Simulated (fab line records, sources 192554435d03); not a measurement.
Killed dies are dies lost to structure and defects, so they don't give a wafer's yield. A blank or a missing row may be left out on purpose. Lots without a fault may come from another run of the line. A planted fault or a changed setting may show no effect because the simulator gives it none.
A struck lot beside a sound one | flow n5_finfet | 15 steps out of a route of 1938
Sound: wafers L955.2, L955.5, L955.6. Struck: wafer L969.2. (L969.1, L969.4 of the same lot were not struck and are left out.) The cause comes at the end.
At each step with rows: each side's tool, then ch and its chambers, then its first start. Under that, the readings that differ: sound wafers | struck wafers | difference of the means | sigmas: that difference in standard deviations of wafers without a fault.
alike: readings whose means differ by less than 2 such deviations, and words and numbers that are the same on both sides. not compared: withheld readings, readings that some wafer has no value for, bounds like >300 that may hide the same value, and numbers for which the record gives no deviation and whose values overlap.
The two part at a step that has a row with sigmas, a row that says differs or no value, or rows on one side only. Numbers that don't overlap but have no deviation are shown without sigmas and don't part them. A reading that every wafer of one side lacks parts them only if that side has two wafers or more.

N5_GATE_CUT_OVL_MEAS_14:
  sound on overlay-02 ch 0, day 5 01:07; struck on overlay-02 ch 0, day 8 10:34
  alike: GATE_CUT_OVL
N5_GATE_CUT_INSPECT_15: inspects for defects (brightfield).
  sound on defect_inspect-02, day 5 01:10; struck on defect_inspect-02, day 8 10:38
  alike: raw_defect_count
then, 2 steps without rows for these wafers: N5_GATE_CUT_DESCUM_18 (chemistry O2, time 7 s); N5_GATE_CUT_ETCH_28 (etches underlayer in N2/H2, target depth 13 nm, time 10.4 s).
N5_GATE_CUT_ETCH_36: etches SiARC in CF4, target depth 13 nm, time 21.7 s.
  sound on rie_diel-04 ch 0,1,2, day 5 01:15; struck on rie_diel-05 ch 0, day 8 10:43
  reading               | sound          | struck | difference | sigmas
  etch_rf_on_time_s (s) | 21.9 21.8 21.1 | 22.5   | +0.9       | +3
  alike: bias_w, drypump_motor_current_A, oes_product_au, rf_vpp_V, showerhead_plenum_p_Torr, throttle_valve_pct
  not compared: rf_hours_counter_h
then, 3 steps without rows for these wafers: N5_GATE_CUT_ETCH_37 (etches SOC in N2/H2, target depth 60 nm, overetch 12 nm, time 90 s); N5_GATE_CUT_STRIP_38 (strips in N2/H2); N5_GATE_CUT_STRIP_39 (strips in N2/H2).
N5_GATE_CUT_HM_OPEN_40: chemistry C4F6/O2, target SiO2, target depth 139 nm, time 85.1 s.
  sound on rie_diel-04 ch 0,1,2, day 5 01:22; struck on rie_diel-05 ch 0, day 8 10:50
  reading               | sound          | struck | difference | sigmas
  etch_rf_on_time_s (s) | 93.4 93.1 92.8 | 96.6   | +3.5       | +2
  alike: bias_w, drypump_motor_current_A, oes_product_au, rf_vpp_V, showerhead_plenum_p_Torr, throttle_valve_pct
  not compared: rf_hours_counter_h
then, 1 step without rows for these wafers: N5_GATE_CUT_STRIP_41 (strips in CF4).
N5_GATE_CUT_STRIP_42: strips in O2.
  sound on rie_diel-04 ch 0,1,2, day 5 01:26; struck on rie_diel-05 ch 0, day 8 10:55
  alike: drypump_motor_current_A, oes_product_au, rf_vpp_V, showerhead_plenum_p_Torr, throttle_valve_pct
  not compared: rf_hours_counter_h
N5_GATE_CUT_ETCH_19: etches SiNx in CH3F/O2, target depth 53.7 nm, time 76.7 s.
  sound on rie_diel-04 ch 0,1,2, day 5 01:29; struck on rie_diel-05 ch 0, day 8 10:57
  alike: bias_w, drypump_motor_current_A, etch_rf_on_time_s, oes_product_au, rf_vpp_V, showerhead_plenum_p_Torr, throttle_valve_pct
  not compared: rf_hours_counter_h
N5_GATE_CUT_CUT_ETCH_53: etches W in SF6/Cl2, target depth 79.2 nm.
  sound on rie_metal-01 ch 0,1, day 5 01:35; struck on rie_metal-02 ch 0, day 8 11:04
  reading                | sound             | struck | difference | sigmas
  etch_rf_on_time_s (s)  | 26.7 26.4 26.0    | 31.7   | +5.3       | +17
  throttle_valve_pct (%) | 29.30 29.29 29.14 | 28.70  | -0.54      | -2
  alike: bias_w, drypump_motor_current_A, oes_product_au
  not compared: rf_hours_counter_h
N5_GATE_CUT_CUT_ETCH_54: etches TiN in Cl2/BCl3, target depth 96.7 nm.
  sound on rie_metal-01 ch 0,1, day 5 01:39; struck on rie_metal-02 ch 0, day 8 11:07
  reading                | sound             | struck | difference | sigmas
  bias_w (W)             | 127.0 126.7 126.0 | 125.6  | -1.0       | -2
  throttle_valve_pct (%) | 22.73 22.73 22.47 | 22.07  | -0.57      | -3
  alike: drypump_motor_current_A, etch_rf_on_time_s, oes_product_au
  not compared: rf_hours_counter_h
-- the record jumps here: 3 days lie between the struck wafers' starts before and after (it left off in module GATE_CUT and takes up again in module BEOL_M4, whose first step shown is number 1111 of the route) --
N5_BEOL_M4_RC_MEAS_101:
  sound on prober-01 ch 0, day 8 05:54; struck on prober-01 ch 0, day 11 15:34
  alike: DIBL_N, DIBL_P, IOFF_N, IOFF_P, ION_N, ION_P, SS_N, SS_P, VT_N, VT_P

WHERE THEY PART
First at N5_GATE_CUT_ETCH_36; last, within this record, at N5_GATE_CUT_CUT_ETCH_54. Later steps at which nothing parts them and some readings are alike: N5_BEOL_M4_RC_MEAS_101.

WHY: what the simulator had put in
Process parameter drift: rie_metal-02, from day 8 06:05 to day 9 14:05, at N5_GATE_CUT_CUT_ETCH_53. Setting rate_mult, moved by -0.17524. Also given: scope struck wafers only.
